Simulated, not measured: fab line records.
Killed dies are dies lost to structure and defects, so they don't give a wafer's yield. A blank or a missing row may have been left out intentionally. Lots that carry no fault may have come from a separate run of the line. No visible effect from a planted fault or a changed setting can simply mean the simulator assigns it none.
Which tool was responsible? ; flow n5 finfet ; 30 wafers sampled from 10 lots at 1 step of a route of 1938

== WHAT THE GAUGES READ, wafer by wafer ==
N5_BEOL_M4_RC_MEAS_101.
lot;measured;on;DIBL_N (mV/V)
L313;day 8 21:29;prober-01;35.8 35.2 34.1
L314;day 9 03:50;prober-01;36.7 38.0 37.8
L315;day 9 12:56;prober-01;37.0 37.1 35.8
L316;day 9 22:43;prober-01;38.0 39.0 38.1
L321;day 11 01:11;prober-01;35.4 33.9 36.6
L323;day 11 03:19;prober-01;37.4 37.2 37.9
L325;day 12 05:47;prober-02;36.1 34.7 36.1
L330;day 13 03:38;prober-02;35.1 34.7 35.5
L332;day 13 15:23;prober-02;37.4 36.6 37.8
L331;day 13 16:01;prober-02;35.5 36.0 36.3

== WHICH TOOL RAN EACH LOT (tool, then ch and the chambers of the sampled wafers, then the start) ==
The record holds no process step before these readings.

== THE ANSWER, worked out from the rows above alone ==
Rule: the usual values come from the lots themselves. The widest of any qualifying gaps counts: lots, ordered by their means at a reading, are off when they make up no more than a third of the lots, leave a main group of 4 or more, and stand apart from it by 3 or more times the standard deviation of that group's means. A main group whose means are all the same, to the digits that the tables above print for the reading, isn't used. A lot without any number at a reading at which 4 lots or more have one is off too. All remaining lots with rows at the step are treated as sound.
Nothing can be told from this: no lot is off at any reading shown.

== WHAT THE SIMULATOR HAD INSERTED ==
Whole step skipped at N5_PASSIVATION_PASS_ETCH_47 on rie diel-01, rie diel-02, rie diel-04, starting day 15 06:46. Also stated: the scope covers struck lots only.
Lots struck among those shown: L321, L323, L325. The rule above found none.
